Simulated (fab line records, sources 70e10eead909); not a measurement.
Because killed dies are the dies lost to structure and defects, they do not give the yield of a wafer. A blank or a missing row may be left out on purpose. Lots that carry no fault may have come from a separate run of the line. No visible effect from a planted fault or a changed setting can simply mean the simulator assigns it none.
fab line records	flow nand-harc
record: lots: 24	wafers: 72	last-day: 24
route steps=1159 shown A_CONTACT@941 A_M0@1018
lots with no fault: from the same line, run without faults
start-h: hours from the record's first day to the start of the lot's first wafer shown	wait-h: how many hours have passed since the lot's step before this one	" unchanged from the row above	L1.1+2: one row covering several wafers at once	- no value, or no start was given	* or withheld: withheld	< > ~ a bound
route shown NAME@n: NAME is a module with steps in the file, n the number in the route of the first one	usual: mean/standard deviation of fault-free wafers	same: alike in all rows	chamber/n: place in a boat	sites: each site's reading	_std_site: the values' standard deviation	_edge_site: inner sites' mean taken away from outer sites' mean	radius-mm: how far each site lies from the wafer's centre	mask NAME#n: copy n	behind: the last tool/chamber to shape the wafer	hold: why the lot was held/for how many hours/how that ended	device: which transistor (n, p or np) failed to switch	end of line: tests run on the same wafers once the route is complete	where a step has no rows: the recipe by itself	killed: count of dies lost to structure and defects at first sort (not the wafer's yield)	map: dies across one wafer; x = killed, . = not, _ = none there
set.NAME: the setting that was run; set.NAME@STEP: the one run at that earlier step	model.NAME: the simulator's own value behind a step, which no gauge read
steps of the route over a sample of lots; a table a step, a row a wafer
services: a tool's chamber out of use, with start hour (start-h, from the record's first day; less than 0 if before it), hours out, and reason
== steps ==
step: NHARC_A_CONTACT_ETCH_30
recipe: target-depth-a: 605	time-s: 30.2	cf4-flow-sccm: 100	chf3-flow-sccm: 30	ar-flow-sccm: 0	rf-w: 500	bias-w: 200	chemistry: CF4/CHF3
usual: drypump-motor-current-A: 5.6/0.44	oes-product-au: 0.933/0.019	rf-vpp-V: 371.0/2.1	showerhead-plenum-p-Torr: 1.58/0.06	throttle-valve-pct: 16.802/0.0084
same: time-s: 30.2
lot.wafer	tool	chamber	start-h	wait-h	drypump-motor-current-A	oes-product-au	rf-hours-counter-h	rf-vpp-V	showerhead-plenum-p-Torr	throttle-valve-pct
L077.4	rie-diel-11	0	-	-	5.1	0.972	4	368.3	1.48	16.791
L077.5	"	1	"	"	5.7	0.985	-	370.8	1.63	16.803
L077.6	"	2	"	"	5.5	0.960	-	371.3	1.63	16.795
L074.1	rie-diel-11	0	-	-	5.1	0.937	6	366.1	1.48	16.800
L074.4	"	2	"	"	5.4	0.931	6	372.7	1.63	16.796
L074.2	"	3	"	"	5.6	0.935	7	373.4	1.67	16.804
L075.1	rie-diel-06	3	-	-	6.1	0.936	53	371.4	1.58	16.811
L075.4	"	2	"	"	5.0	0.935	59	371.2	1.60	16.790
L075.6	"	3	"	"	6.1	0.934	-	370.3	1.58	16.798
L079.4	rie-diel-06	1	-	-	6.0	0.922	62	368.9	1.52	16.799
L079.3	"	3	"	"	6.1	0.925	54	371.3	1.58	16.791
L079.5	"	2	"	"	5.0	0.933	-	372.3	1.60	16.818
L076.4	rie-diel-11	1	-	-	5.7	0.930	6	374.5	1.63	16.804
L076.1	"	3	"	"	5.6	0.918	8	376.3	1.67	16.805
L076.6	"	1	"	"	5.7	0.922	-	372.7	1.63	16.797
L078.2	rie-diel-09	2	-	-	6.2	0.931	46	371.4	1.60	16.794
L078.4	"	1	"	"	5.8	0.933	54	372.6	1.59	16.801
L078.6	"	3	"	"	6.4	0.915	-	371.7	1.59	16.797
L080.3	rie-diel-09	3	-	-	6.3	0.916	55	370.0	1.59	16.810
L080.4	"	2	"	"	6.2	0.930	-	370.5	1.59	16.814
L080.6	"	1	"	"	5.7	0.928	-	371.3	1.59	16.785
L081.1	rie-diel-11	1	-	-	5.7	0.929	11	371.2	1.63	16.799
L081.4	"	2	"	"	5.4	0.915	12	371.5	1.63	16.802
L081.5	"	1	"	"	5.7	0.928	-	371.9	1.63	16.796
L083.3	rie-diel-11	1	-	-	5.7	0.926	12	372.2	1.63	16.804
L083.4	"	2	"	"	5.4	0.917	12	372.3	1.63	16.790
L083.5	"	0	"	"	5.1	0.928	-	369.2	1.48	16.795
L082.1	rie-diel-11	0	-	-	5.1	0.919	13	366.9	1.48	16.798
L082.6	"	3	"	"	5.6	0.921	-	373.0	1.67	16.817
L082.5	"	0	"	"	5.1	0.917	-	366.1	1.48	16.792
L085.4	rie-diel-09	1	-	-	5.8	0.983	0	371.2	1.59	16.801
L085.2	"	3	"	"	6.3	0.957	0	372.6	1.59	16.809
L085.6	"	0	"	"	4.8	0.982	-	370.7	1.55	16.810
L084.4	rie-diel-11	3	-	-	5.6	0.937	16	373.3	1.67	16.802
L084.1	"	0	"	"	5.1	0.939	16	367.3	1.48	16.825
L084.5	"	2	"	"	5.4	0.920	-	371.7	1.63	16.773
L086.2	rie-diel-09	2	-	-	6.2	0.922	7	372.4	1.59	16.797
L086.6	"	2	"	"	6.2	0.916	-	370.3	1.59	16.811
L086.5	"	0	"	"	4.8	0.928	-	369.1	1.55	16.807
L087.2	rie-diel-06	3	-	-	6.1	0.924	11	370.4	1.58	16.818
L087.5	"	0	"	"	5.6	0.915	-	373.9	1.70	16.801
L087.6	"	1	"	"	6.1	0.911	-	368.3	1.51	16.788
L090.1	rie-diel-11	1	-	-	5.7	0.938	20	372.6	1.62	16.795
L090.2	"	2	"	"	5.4	0.936	20	372.8	1.63	16.781
L090.5	"	1	"	"	5.7	0.927	-	372.3	1.63	16.815
L089.1	rie-diel-11	0	-	-	5.1	0.985	21	369.1	1.48	16.809
L089.4	"	2	"	"	5.4	0.962	20	372.5	1.63	16.807
L089.5	"	0	"	"	5.1	0.972	-	369.2	1.48	16.802
L088.4	rie-diel-11	0	-	-	5.1	0.913	24	366.2	1.48	16.806
L088.2	"	2	"	"	5.4	0.925	23	372.6	1.63	16.797
L088.5	"	1	"	"	5.7	0.921	-	373.1	1.62	16.799
L091.3	rie-diel-06	2	-	-	5.0	0.938	24	372.2	1.59	16.797
L091.4	"	3	"	"	6.1	0.934	23	371.2	1.58	16.806
L091.5	"	0	"	"	5.6	0.919	-	373.5	1.69	16.800
L093.3	rie-diel-09	2	-	-	6.2	0.922	18	371.1	1.59	16.787
L093.5	"	3	"	"	6.3	0.923	-	371.9	1.58	16.800
L093.6	"	0	"	"	4.8	0.915	-	370.4	1.55	16.814
L092.3	rie-diel-06	2	-	-	5.0	0.959	25	371.2	1.59	16.815
L092.4	"	1	"	"	6.1	0.958	26	368.3	1.51	16.802
L092.6	"	3	"	"	6.1	0.962	-	370.3	1.58	16.792
L096.3	rie-diel-09	0	-	-	4.8	0.926	26	369.1	1.55	16.800
L096.4	"	1	"	"	5.7	0.930	25	371.9	1.58	16.796
L096.5	"	2	"	"	6.2	0.962	-	371.5	1.59	16.816
L094.3	rie-diel-11	2	-	-	5.4	0.939	28	371.1	1.62	16.810
L094.4	"	3	"	"	5.6	0.946	27	374.2	1.66	16.806
L094.2	"	0	"	"	5.1	0.932	27	368.8	1.48	16.793
L095.3	rie-diel-09	1	-	-	5.7	0.916	26	370.1	1.58	16.813
L095.4	"	3	"	"	6.3	0.919	16	369.2	1.58	16.810
L095.6	"	0	"	"	4.8	0.911	-	369.8	1.55	16.808
L097.3	rie-diel-09	1	-	-	5.7	0.915	28	372.1	1.58	16.805
L097.5	"	0	"	"	4.8	0.917	-	370.8	1.55	16.809
L097.6	"	1	"	"	5.7	0.912	-	370.5	1.58	16.808
step: NHARC_A_CONTACT_ETCH_134
recipe: source-w: withheld	pressure-mtorr: 20	bias-v: withheld	time-s: 140	target-depth-a: 7000	ar-flow-sccm: withheld	c4f8-flow-sccm: withheld	o2-flow-sccm: withheld	chemistry: C4F8/O2/Ar
same: time-s: 140
lot.wafer	tool	chamber	start-h	wait-h	rf-hours-counter-h
L077.4	har-cap-etch-01	1	392.41	-	-
L077.5	"	0	"	"	-
L077.6	"	1	"	"	-
L074.1	har-cap-etch-02	0	397.23	-	14
L074.2	"	1	"	"	14
L074.4	"	1	"	"	-
L075.1	har-cap-etch-01	0	398.05	-	65
L075.4	"	0	"	"	-
L075.6	"	0	"	"	-
L079.4	har-cap-etch-02	0	400.79	-	-
L079.3	"	1	"	"	-
L079.5	"	1	"	"	-
L076.1	har-cap-etch-01	1	401.32	-	65
L076.4	"	0	"	"	-
L076.6	"	0	"	"	-
L078.2	har-cap-etch-03	0	402.64	-	89
L078.4	"	0	"	"	-
L078.6	"	0	"	"	-
L080.3	har-cap-etch-03	0	415.49	-	-
L080.4	"	1	"	"	-
L080.6	"	0	"	"	-
L081.1	har-cap-etch-03	1	424.03	-	93
L081.4	"	1	"	"	-
L081.5	"	0	"	"	-
L083.3	har-cap-etch-02	1	425.16	-	-
L083.4	"	0	"	"	-
L083.5	"	0	"	"	-
L082.1	har-cap-etch-02	1	430.54	-	19
L082.6	"	1	"	"	-
L082.5	"	0	"	"	-
L085.2	har-cap-etch-03	1	441.57	-	96
L085.4	"	1	"	"	-
L085.6	"	0	"	"	-
L084.1	har-cap-etch-02	0	443.31	-	21
L084.4	"	0	"	"	-
L084.5	"	0	"	"	-
L087.2	har-cap-etch-02	0	453.58	-	22
L087.6	"	0	"	"	-
L087.5	"	1	"	"	-
L086.2	har-cap-etch-01	0	453.65	-	75
L086.5	"	1	"	"	-
L086.6	"	0	"	"	-
L090.1	har-cap-etch-03	0	471.83	-	101
L090.2	"	1	"	"	101
L090.5	"	1	"	"	-
L089.1	har-cap-etch-02	1	473.40	-	25
L089.4	"	1	"	"	-
L089.5	"	0	"	"	-
L088.2	har-cap-etch-02	0	482.90	-	27
L088.4	"	1	"	"	-
L088.5	"	0	"	"	-
L091.3	har-cap-etch-01	1	484.05	-	-
L091.4	"	0	"	"	-
L091.5	"	1	"	"	-
L093.3	har-cap-etch-02	1	488.12	-	-
L093.5	"	0	"	"	-
L093.6	"	1	"	"	-
L092.3	har-cap-etch-01	1	489.62	-	-
L092.4	"	0	"	"	-
L092.6	"	0	"	"	-
L096.3	har-cap-etch-01	0	513.45	-	-
L096.4	"	1	"	"	-
L096.5	"	0	"	"	-
L094.2	har-cap-etch-03	1	513.81	-	110
L094.4	"	1	"	"	-
L094.3	"	0	"	"	-
L095.4	har-cap-etch-01	0	516.47	-	-
L095.3	"	1	"	"	-
L095.6	"	0	"	"	-
L097.3	har-cap-etch-02	1	519.07	-	-
L097.5	"	0	"	"	-
L097.6	"	1	"	"	-
step: NHARC_A_CONTACT_ETCH_136
recipe: source-w: withheld	pressure-mtorr: 20	bias-v: 3000	time-s: 132	target-depth-a: 12870	ar-flow-sccm: withheld	c4f8-flow-sccm: withheld	o2-flow-sccm: withheld	chemistry: C4F8/O2/Ar
same: time-s: 132
lot.wafer	tool	chamber	start-h	wait-h	rf-hours-counter-h
L077.4	har-cap-etch-01	1	392.70	0.1	-
L077.5	"	0	"	"	-
L077.6	"	1	"	"	-
L074.1	har-cap-etch-02	0	397.55	0.1	15
L074.2	"	1	"	"	15
L074.4	"	1	"	"	-
L075.1	har-cap-etch-01	0	398.35	0.1	65
L075.4	"	0	"	"	-
L075.6	"	0	"	"	-
L079.4	har-cap-etch-02	0	401.09	0.1	-
L079.3	"	1	"	"	-
L079.5	"	1	"	"	-
L076.1	har-cap-etch-01	1	401.65	0.1	66
L076.4	"	0	"	"	-
L076.6	"	0	"	"	-
L078.2	har-cap-etch-03	0	402.94	0.1	89
L078.4	"	0	"	"	-
L078.6	"	0	"	"	-
L080.3	har-cap-etch-03	0	415.79	0.1	-
L080.4	"	1	"	"	-
L080.6	"	0	"	"	-
L081.1	har-cap-etch-03	1	424.35	0.1	93
L081.4	"	1	"	"	-
L081.5	"	0	"	"	-
L083.3	har-cap-etch-02	1	425.46	0.1	-
L083.4	"	0	"	"	-
L083.5	"	0	"	"	-
L082.1	har-cap-etch-02	1	430.86	0.1	19
L082.6	"	1	"	"	-
L082.5	"	0	"	"	-
L085.2	har-cap-etch-03	1	441.89	0.1	96
L085.4	"	1	"	"	-
L085.6	"	0	"	"	-
L084.1	har-cap-etch-02	0	443.64	0.1	21
L084.4	"	0	"	"	-
L084.5	"	0	"	"	-
L087.2	har-cap-etch-02	0	453.90	0.1	22
L087.6	"	0	"	"	-
L087.5	"	1	"	"	-
L086.2	har-cap-etch-01	0	454.06	0.1	75
L086.5	"	1	"	"	-
L086.6	"	0	"	"	-
L090.1	har-cap-etch-03	0	472.26	0.1	101
L090.2	"	1	"	"	101
L090.5	"	1	"	"	-
L089.1	har-cap-etch-02	1	473.71	0.1	25
L089.4	"	1	"	"	-
L089.5	"	0	"	"	-
L088.2	har-cap-etch-02	0	483.21	0.1	27
L088.4	"	1	"	"	-
L088.5	"	0	"	"	-
L091.3	har-cap-etch-01	1	484.34	0.1	-
L091.4	"	0	"	"	-
L091.5	"	1	"	"	-
L093.3	har-cap-etch-02	1	488.40	0.1	-
L093.5	"	0	"	"	-
L093.6	"	1	"	"	-
L092.3	har-cap-etch-01	1	489.91	0.1	-
L092.4	"	0	"	"	-
L092.6	"	0	"	"	-
L096.3	har-cap-etch-01	0	513.74	0.1	-
L096.4	"	1	"	"	-
L096.5	"	0	"	"	-
L094.2	har-cap-etch-03	1	514.13	0.1	111
L094.4	"	1	"	"	-
L094.3	"	0	"	"	-
L095.4	har-cap-etch-01	0	516.76	0.1	-
L095.3	"	1	"	"	-
L095.6	"	0	"	"	-
L097.3	har-cap-etch-02	1	519.35	0.1	-
L097.5	"	0	"	"	-
L097.6	"	1	"	"	-
step: NHARC_A_CONTACT_ETCH_139
recipe: source-w: withheld	pressure-mtorr: 20	bias-v: 400	time-s: 137	target-depth-a: 5900	ar-flow-sccm: withheld	c4f8-flow-sccm: 11.5	o2-flow-sccm: 7.2	chemistry: C4F8/O2/Ar
same: time-s: 137
lot.wafer	tool	chamber	start-h	wait-h	rf-hours-counter-h
L077.4	har-cap-etch-01	1	393.12	0.2	-
L077.5	"	0	"	"	-
L077.6	"	1	"	"	-
L074.1	har-cap-etch-02	0	397.92	0.1	15
L074.2	"	1	"	"	15
L074.4	"	1	"	"	-
L075.1	har-cap-etch-01	0	398.74	0.1	65
L075.4	"	0	"	"	-
L075.6	"	0	"	"	-
L079.4	har-cap-etch-02	0	401.49	0.1	-
L079.3	"	1	"	"	-
L079.5	"	1	"	"	-
L076.1	har-cap-etch-01	1	402.02	0.1	66
L076.4	"	0	"	"	-
L076.6	"	0	"	"	-
L078.2	har-cap-etch-03	0	403.33	0.1	90
L078.4	"	0	"	"	-
L078.6	"	0	"	"	-
L080.3	har-cap-etch-03	0	416.19	0.1	-
L080.4	"	1	"	"	-
L080.6	"	0	"	"	-
L081.1	har-cap-etch-03	1	424.71	0.1	94
L081.4	"	1	"	"	-
L081.5	"	0	"	"	-
L083.3	har-cap-etch-02	1	425.86	0.1	-
L083.4	"	0	"	"	-
L083.5	"	0	"	"	-
L082.1	har-cap-etch-02	1	431.22	0.1	20
L082.6	"	1	"	"	-
L082.5	"	0	"	"	-
L085.2	har-cap-etch-03	1	442.26	0.1	97
L085.4	"	1	"	"	-
L085.6	"	0	"	"	-
L084.1	har-cap-etch-02	0	444.00	0.1	22
L084.4	"	0	"	"	-
L084.5	"	0	"	"	-
L087.2	har-cap-etch-02	0	454.27	0.1	22
L087.6	"	0	"	"	-
L087.5	"	1	"	"	-
L086.2	har-cap-etch-01	0	454.57	0.2	76
L086.5	"	1	"	"	-
L086.6	"	0	"	"	-
L090.1	har-cap-etch-03	0	472.67	0.1	101
L090.2	"	1	"	"	101
L090.5	"	1	"	"	-
L089.1	har-cap-etch-02	1	474.09	0.1	25
L089.4	"	1	"	"	-
L089.5	"	0	"	"	-
L088.2	har-cap-etch-02	0	483.59	0.1	27
L088.4	"	1	"	"	-
L088.5	"	0	"	"	-
L091.3	har-cap-etch-01	1	484.75	0.1	-
L091.4	"	0	"	"	-
L091.5	"	1	"	"	-
L093.3	har-cap-etch-02	1	488.81	0.2	-
L093.5	"	0	"	"	-
L093.6	"	1	"	"	-
L092.3	har-cap-etch-01	1	490.31	0.1	-
L092.4	"	0	"	"	-
L092.6	"	0	"	"	-
L096.3	har-cap-etch-01	0	514.15	0.1	-
L096.4	"	1	"	"	-
L096.5	"	0	"	"	-
L094.2	har-cap-etch-03	1	514.50	0.1	111
L094.4	"	1	"	"	-
L094.3	"	0	"	"	-
L095.4	har-cap-etch-01	0	517.16	0.1	-
L095.3	"	1	"	"	-
L095.6	"	0	"	"	-
L097.3	har-cap-etch-02	1	519.77	0.2	-
L097.5	"	0	"	"	-
L097.6	"	1	"	"	-
step: NHARC_A_M0_ANNEAL_30
recipe: temp-c: 225	time-s: 90
usual: anneal-temp-c: 225.01/0.18	wafer_temp_C_max: 226.3/0.45
same: time-s: 90
lot.wafer	tool	chamber	start-h	wait-h	anneal-temp-c	wafer_temp_C_max
L077.4	rtp-anneal-02	0	407.14	-	224.71	226.4
L077.5	"	0	"	"	224.95	226.2
L077.6	"	0	"	"	224.89	226.5
L074.1	rtp-anneal-02	0	413.81	0.3	225.06	226.3
L074.2	"	0	"	"	224.96	226.1
L074.4	"	0	"	"	224.82	226.4
L075.1	rtp-anneal-01	0	414.32	0.3	225.12	225.9
L075.4	"	0	"	"	225.08	225.9
L075.6	"	0	"	"	224.98	226.2
L079.3	rtp-anneal-02	0	414.79	0.3	225.16	226.6
L079.4	"	0	"	"	225.04	226.7
L079.5	"	0	"	"	225.15	226.7
L076.1	rtp-anneal-02	0	415.60	-	224.53	227.0
L076.4	"	0	"	"	224.80	226.2
L076.6	"	0	"	"	224.66	226.7
L078.2	rtp-anneal-02	0	416.27	-	224.89	226.0
L078.4	"	0	"	"	225.14	226.5
L078.6	"	0	"	"	225.27	226.5
L080.3	rtp-anneal-02	0	429.71	-	225.11	226.5
L080.4	"	0	"	"	225.12	226.5
L080.6	"	0	"	"	224.91	226.4
L081.1	rtp-anneal-01	0	438.53	0.3	224.74	225.8
L081.4	"	0	"	"	224.88	225.5
L081.5	"	0	"	"	224.60	225.7
L083.3	rtp-anneal-01	0	439.69	-	224.89	225.6
L083.4	"	0	"	"	225.04	226.1
L083.5	"	0	"	"	225.17	226.0
L082.1	rtp-anneal-02	0	440.77	0.3	224.74	226.4
L082.5	"	0	"	"	224.80	226.2
L082.6	"	0	"	"	225.23	226.1
L085.2	rtp-anneal-02	0	456.62	-	224.96	226.4
L085.4	"	0	"	"	225.01	226.0
L085.6	"	0	"	"	225.04	226.3
L084.1	rtp-anneal-02	0	457.27	0.4	224.81	226.6
L084.4	"	0	"	"	224.84	227.2
L084.5	"	0	"	"	224.77	226.7
L087.2	rtp-anneal-01	0	466.36	0.3	225.23	225.7
L087.5	"	0	"	"	225.06	225.7
L087.6	"	0	"	"	224.99	225.7
L086.2	rtp-anneal-02	0	471.63	-	225.05	226.5
L086.5	"	0	"	"	224.98	226.5
L086.6	"	0	"	"	224.82	226.1
L090.1	rtp-anneal-02	0	487.58	-	225.05	226.5
L090.2	"	0	"	"	225.19	226.7
L090.5	"	0	"	"	225.06	226.6
L089.1	rtp-anneal-01	0	490.16	0.3	225.12	226.1
L089.4	"	0	"	"	225.04	225.8
L089.5	"	0	"	"	225.31	225.7
L088.2	rtp-anneal-01	0	496.87	0.3	225.15	226.2
L088.4	"	0	"	"	225.32	225.9
L088.5	"	0	"	"	225.32	226.2
L091.3	rtp-anneal-01	0	502.04	0.3	225.06	225.9
L091.4	"	0	"	"	224.89	226.1
L091.5	"	0	"	"	224.84	225.9
L093.3	rtp-anneal-02	0	508.05	-	225.22	226.4
L093.5	"	0	"	"	225.00	226.5
L093.6	"	0	"	"	225.03	226.3
L092.3	rtp-anneal-02	0	509.25	-	225.17	226.9
L092.4	"	0	"	"	224.99	226.5
L092.6	"	0	"	"	224.73	226.8
L094.2	rtp-anneal-01	0	525.04	0.4	225.27	225.8
L094.3	"	0	"	"	225.22	226.2
L094.4	"	0	"	"	225.12	225.6
L096.3	rtp-anneal-01	0	525.68	0.3	225.14	225.8
L096.4	"	0	"	"	225.26	225.7
L096.5	"	0	"	"	225.29	225.8
L095.3	rtp-anneal-02	0	527.92	0.3	224.85	226.0
L095.4	"	0	"	"	224.91	226.6
L095.6	"	0	"	"	225.09	226.9
L097.3	rtp-anneal-02	0	530.81	-	225.00	226.5
L097.5	"	0	"	"	225.18	227.1
L097.6	"	0	"	"	224.92	226.6
step: NHARC_A_M0_CMP_23
recipe: t-overpolish-s: 20	target-thk-nm: 113.75
usual: motor-current-A: 12.7/1.1	slurry-flow-ml-min: 150.1/0.47	time-to-endpoint-s: 27/3.1
lot.wafer	tool	chamber	start-h	wait-h	motor-current-A	slurry-flow-ml-min	time-to-endpoint-s
L077.4	cmp-01	3	407.38	-	13.8	149.9	28
L077.6	"	2	"	"	12.6	150.0	29
L077.5	"	3	"	"	13.5	149.8	25
L074.4	cmp-01	1	414.15	-	13.1	150.1	31
L074.1	"	3	"	"	13.2	149.0	30
L074.2	"	0	"	"	10.4	149.7	24
L075.4	cmp-04	0	414.69	-	12.1	149.7	26
L075.1	"	2	"	"	14.0	150.8	25
L075.6	"	3	"	"	14.3	149.8	30
L079.4	cmp-01	0	415.09	-	10.5	149.3	19
L079.3	"	1	"	"	13.6	150.8	28
L079.5	"	3	"	"	13.6	150.1	28
L076.4	cmp-01	3	415.94	-	13.3	149.6	29
L076.1	"	1	"	"	12.4	150.1	31
L076.6	"	3	"	"	13.5	150.1	29
L078.2	cmp-03	2	416.63	-	11.7	150.3	25
L078.4	"	3	"	"	12.9	150.1	28
L078.6	"	1	"	"	12.6	150.3	27
L080.3	cmp-01	3	429.98	-	13.0	150.5	31
L080.4	"	1	"	"	14.2	150.3	34
L080.6	"	2	"	"	12.6	150.1	29
L081.1	cmp-01	1	438.88	-	13.0	149.8	30
L081.4	"	2	"	"	12.0	150.4	29
L081.5	"	1	"	"	13.0	149.9	32
L083.4	cmp-04	3	439.93	-	14.2	149.5	29
L083.3	"	1	"	"	11.4	150.3	29
L083.5	"	3	"	"	13.5	149.3	31
L082.1	cmp-04	1	441.11	-	11.5	149.7	31
L082.5	"	1	"	"	11.4	149.7	30
L082.6	"	2	"	"	14.2	149.9	27
L085.2	cmp-04	3	456.94	-	13.5	149.7	31
L085.4	"	0	"	"	12.0	150.0	25
L085.6	"	2	"	"	14.4	150.9	28
L084.1	cmp-01	2	457.67	-	13.0	150.7	31
L084.4	"	3	"	"	13.2	150.4	27
L084.5	"	0	"	"	10.5	149.0	25
L087.2	cmp-01	3	466.74	-	13.3	149.5	29
L087.5	"	0	"	"	10.4	150.4	25
L087.6	"	1	"	"	13.0	150.0	34
L086.2	cmp-03	1	471.98	-	13.3	150.5	29
L086.6	"	3	"	"	12.4	150.7	26
L086.5	"	0	"	"	11.7	150.1	24
L090.1	cmp-01	3	487.99	-	14.0	149.8	28
L090.2	"	0	"	"	10.6	149.6	27
L090.5	"	2	"	"	13.0	149.7	26
L089.4	cmp-04	1	490.50	-	11.8	150.1	31
L089.1	"	0	"	"	12.2	150.1	27
L089.5	"	2	"	"	14.6	150.4	26
L088.4	cmp-03	2	497.16	-	12.6	150.6	24
L088.2	"	3	"	"	11.5	149.7	23
L088.5	"	2	"	"	12.2	150.2	23
L091.3	cmp-03	1	502.28	-	11.8	150.3	25
L091.4	"	0	"	"	11.5	151.1	25
L091.5	"	2	"	"	13.2	149.7	23
L093.3	cmp-01	2	508.53	-	13.0	150.2	29
L093.6	"	1	"	"	12.9	150.6	33
L093.5	"	2	"	"	12.7	149.9	29
L092.3	cmp-03	3	509.55	-	12.2	150.2	23
L092.4	"	1	"	"	13.3	149.9	22
L092.6	"	2	"	"	12.7	149.4	21
L094.3	cmp-01	1	525.34	-	14.5	150.4	33
L094.2	"	3	"	"	13.6	149.3	27
L094.4	"	0	"	"	10.5	150.2	25
L096.4	cmp-04	3	525.92	-	13.7	150.2	31
L096.3	"	1	"	"	11.1	149.7	27
L096.5	"	0	"	"	12.4	149.9	27
L095.3	cmp-04	0	528.22	-	11.8	150.2	24
L095.4	"	1	"	"	11.3	149.4	29
L095.6	"	3	"	"	13.3	150.7	30
L097.3	cmp-03	2	531.09	-	11.9	150.4	24
L097.5	"	1	"	"	13.5	149.9	24
L097.6	"	2	"	"	12.4	150.2	21
== services ==
tool	chamber	start-h	hours	kind
rie-diel-06	2	374.46	8.7	repair
rie-diel-11	0	375.55	-	clean
rie-diel-11	1	375.55	-	clean
cmp-01	-	375.75	4.0	pm
rie-diel-09	2	387.51	13.8	repair
cmp-03	-	389.66	1.8	repair
cmp-04	-	399.08	4.0	pm
rie-diel-09	0	410.33	6.5	repair
cmp-03	-	414.41	1.9	repair
har-cap-etch-02	-	414.57	2.5	repair
rie-diel-06	-	419.60	9.0	pm
cmp-03	-	424.98	4.0	pm
rie-diel-09	-	431.16	9.0	pm
rie-diel-09	3	443.81	16.4	repair
cmp-03	-	460.69	6.4	repair
rie-diel-06	-	469.88	0.4	repair
cmp-01	-	473.90	4.0	pm
har-cap-etch-01	-	481.55	1.8	repair
cmp-04	-	486.84	1.7	repair
cmp-01	-	494.64	9.4	repair
cmp-04	-	497.13	4.0	pm
rie-diel-09	3	506.58	1.9	repair
har-cap-etch-01	-	519.46	0.7	repair
cmp-03	-	522.98	4.0	pm
== key ==
fault none
